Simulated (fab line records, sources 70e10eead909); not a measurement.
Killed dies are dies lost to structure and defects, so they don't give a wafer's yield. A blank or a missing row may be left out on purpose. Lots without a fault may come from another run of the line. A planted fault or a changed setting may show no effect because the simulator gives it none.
Which tool did it? | flow nand_harc | 6 lots, 18 wafers sampled, at 5 steps of a route of 1302

WHAT THE GAUGES READ, wafer by wafer
NHARC_END_SORT_01.
lot  | measured     | on        | killed_at_array
L468 | day 29 12:41 | prober-02 | 648 667 664

WHICH TOOL RAN EACH LOT (tool, then ch and the chambers of the sampled wafers, then the start)
lot  | NHARC_A_STAIRCASE_ETCH_13                     | NHARC_A_STAIRCASE_ETCH_15                     | NHARC_A_STAIRCASE_TRIM_18                     | NHARC_A_STAIRCASE_TRIM_26
L460 | rie_diel-04 ch 1,2, day 16 16:17 or earlier   | rie_diel-04 ch 0,1,2, day 16 16:17 or earlier | rie_diel-04 ch 0,1, day 16 16:17 or earlier   | rie_diel-04 ch 0, day 16 16:17
L468 | rie_diel-04 ch 0,3, day 20 11:46 or earlier   | rie_diel-04 ch 2,3, day 20 11:46 or earlier   | rie_diel-04 ch 0,3, day 20 11:46 or earlier   | rie_diel-04 ch 0,1,3, day 20 11:46
L473 | rie_diel-08 ch 0,2,3, day 22 04:43 or earlier | rie_diel-08 ch 0,1, day 22 04:43 or earlier   | rie_diel-08 ch 0,3, day 22 04:43 or earlier   | rie_diel-13 ch 0,2, day 22 04:43
L476 | rie_diel-08 ch 1,2,3, day 23 23:20 or earlier | rie_diel-08 ch 0,3, day 23 23:20 or earlier   | rie_diel-08 ch 0,3, day 23 23:20 or earlier   | rie_diel-04 ch 0,3, day 23 23:20
L479 | rie_diel-13 ch 0,1,2, day 24 14:57 or earlier | rie_diel-13 ch 0,1,2, day 24 14:57 or earlier | rie_diel-13 ch 0,2,3, day 24 14:57 or earlier | rie_diel-13 ch 0,2,3, day 24 14:57
L481 | rie_diel-08 ch 0,1,2, day 25 11:43 or earlier | rie_diel-08 ch 0,1,3, day 25 11:43 or earlier | rie_diel-08 ch 0,3, day 25 11:43 or earlier   | rie_diel-13 ch 0,1,3, day 25 11:43
- NHARC_A_STAIRCASE_ETCH_13: etches the open film in C4F8/O2, target depth 100 nm, time 40.5 s.
- NHARC_A_STAIRCASE_ETCH_15: etches the open film in C4F8/O2, target depth 100 nm, time 40.5 s.
- NHARC_A_STAIRCASE_TRIM_18: chemistry O2, time 211.2 s.
- NHARC_A_STAIRCASE_TRIM_26: chemistry O2, time 211.2 s.

THE ANSWER, worked out from the rows above alone
Rule: what is usual is taken from the lots themselves. Put in order of their means at a reading, lots are off if they are a third of the lots or fewer, leave a main group of 4 or more, and stand apart from it by a gap of 3 or more times the standard deviation of the main group's means; of several such gaps the widest counts. A main group whose means are all the same, to the digits that the tables above print for the reading, isn't used. A lot without any number at a reading at which 4 lots or more have one is off too. The other lots that the step has rows for count as sound.
No lot is off at any reading shown: from this, nothing can be told.

WHAT THE SIMULATOR HAD PUT IN
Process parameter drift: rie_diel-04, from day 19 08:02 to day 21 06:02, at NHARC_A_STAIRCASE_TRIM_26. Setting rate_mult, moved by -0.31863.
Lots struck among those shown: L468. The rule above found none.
